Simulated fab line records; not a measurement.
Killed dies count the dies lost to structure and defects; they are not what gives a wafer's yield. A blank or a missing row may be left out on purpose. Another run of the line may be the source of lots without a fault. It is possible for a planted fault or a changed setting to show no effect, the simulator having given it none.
Struck lot and sound lot, side by side || flow n5_finfet || 36 out of 1938 route steps
Sound: the wafers L283.3, L283.4, L283.6. The struck wafers were L281.3, L281.5. At the end, the cause is stated.
For every step that has rows: the tool of each side, followed by ch and its chambers, followed by its first start. Under that, the readings that differ: sound wafers || struck wafers || difference of the means || sigmas: that difference in standard deviations of wafers without a fault.
alike: a reading whose means differ by less than 2 such deviations, as well as words and numbers matching on both sides. not compared: withheld readings; readings where some wafer has no value; bounds like >300 that might hide an equal value; numbers whose values overlap and for which the record gives no deviation.
Wherever a step has rows on one side only, a row that says differs or no value, or a row with sigmas, the two part there. Numbers that don't overlap but have no deviation are shown without sigmas and don't part them. A reading missing from all wafers of one side parts the sides only when that side holds two or more wafers.

first, 8 steps without rows for these wafers: N5_BEOL_M10_SPUTTER_48 (material Cu, target thk 12 nm, time 2 s); N5_BEOL_M10_ECD_50 (material Cu, target thk 318 nm); N5_BEOL_M10_ANNEAL_51 (time 90 s); N5_BEOL_M10_CMP_52 (polishes, stops on SiCOH lowk, t overpolish 7 s, target thk 140 nm); N5_BEOL_M10_PRE_CLEAN_55 (time 15 s); N5_BEOL_M10_DEP_56 (deposits SiCN from 3MS/NH3, target thk 15 nm, time 26.5 s); N5_BEOL_M11_ILD_DEP_00 (deposits SiCOH lowk from DEMS/porogen, target thk 308.51 nm, time 58 s); N5_BEOL_M11_CURE_71 (cures SiCOH lowk, time 240 s).
N5_BEOL_M11_PECVD_70: deposits SiO2 from TEOS/O2, target thk 20 nm, time 22.7 s.
  sound on pecvd-01 ch 0,1,2, day 16 01:01; struck on pecvd-04 ch 0,1, day 15 23:34
{"reading": "susceptor_temp_C (C)", "sound": "400.12 400.27 399.92", "struck": "- -", "difference": "no value on the struck wafers", "sigmas": ""}
{"reading": "model.SiO2_of_BEOL_M11_PECVD_70.thk_nm (nm)", "sound": "19.6 20 20", "struck": "17 17", "difference": -3, "sigmas": ""}
  alike: heater_power_w, showerhead_plenum_p_Torr, throttle_valve_pct
then, 24 steps without rows for these wafers: N5_BEOL_M11_HM_DEP_02 (deposits TiN, target thk 20 nm); N5_BEOL_M11_COAT_59 (time 60 s, resist thk 100 nm); N5_BEOL_M11_COAT_60 (time 60 s, resist thk 30 nm); N5_BEOL_M11_COAT_05 (resist thk 90 nm); N5_BEOL_M11_EBR_07; N5_BEOL_M11_SOFTBAKE_06 (time 60 s); N5_BEOL_M11_EXPOSE_08 (exposes mask M11); N5_BEOL_M11_PEB_09 (peb time 60 s); N5_BEOL_M11_DEVELOP_10 (develop time 30 s); N5_BEOL_M11_DESCUM_16 (chemistry O2, time 7.9 s); N5_BEOL_M11_ETCH_61 (etches SiARC in CF4, target depth 39 nm, time 65 s); N5_BEOL_M11_ETCH_62 (etches SOC in N2/H2, target depth 110 nm, overetch 22 nm, time 165 s); N5_BEOL_M11_STRIP_68 (strips in N2/H2); N5_BEOL_M11_STRIP_67 (strips in CF4); N5_BEOL_M11_HM_OPEN_17 (chemistry Cl2/BCl3, target TiN, target depth 20 nm, overetch 6 nm); N5_BEOL_M11_STRIP_19 (strips in O2); N5_BEOL_M11_COAT_63 (time 60 s, resist thk 100 nm); N5_BEOL_M11_COAT_64 (time 60 s, resist thk 30 nm); N5_BEOL_M11_COAT_22 (resist thk 90 nm); N5_BEOL_M11_EBR_24; N5_BEOL_M11_SOFTBAKE_23 (time 60 s); N5_BEOL_M11_EXPOSE_25 (exposes mask V10); N5_BEOL_M11_PEB_26 (peb time 60 s); N5_BEOL_M11_DEVELOP_27 (develop time 30 s).
N5_BEOL_M11_HM_STRIP_39: strips TiN in peroxide tin strip, target depth 25 nm, time 158 s.
  sound on wet_bench-04 ch 0,4,5, day 16 05:30; struck on wet_bench-02 ch 0,3, day 16 01:48
{"reading": "model.SiO2_of_BEOL_M11_PECVD_70.thk_nm (nm)", "sound": "19.4 19.8 19.8", "struck": "17 16.8", "difference": -3, "sigmas": ""}
  alike: temp_c
N5_BEOL_M11_CMP_52: polishes, stops on SiCOH lowk, t overpolish 7 s, target thk 140 nm.
  sound on cmp-02 ch 1,3, day 16 08:11; struck on cmp-01 ch 0,3, day 16 05:46
{"reading": "barrier_field_endpoint_s (s)", "sound": "28.6 28.7 28.4", "struck": "25.7 25.8", "difference": -2.8, "sigmas": -4}
  alike: motor_current_A
following that, these wafers have no rows for 1 step: N5_PASSIVATION_PROBE_49.

## WHERE THEY PART
First at N5_BEOL_M11_PECVD_70; last, within this record, at N5_BEOL_M11_CMP_52.

WHY: what had been put in by the simulator
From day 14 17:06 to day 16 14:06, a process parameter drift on pecvd-04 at N5_BEOL_M11_PECVD_70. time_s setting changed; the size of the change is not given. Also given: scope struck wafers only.
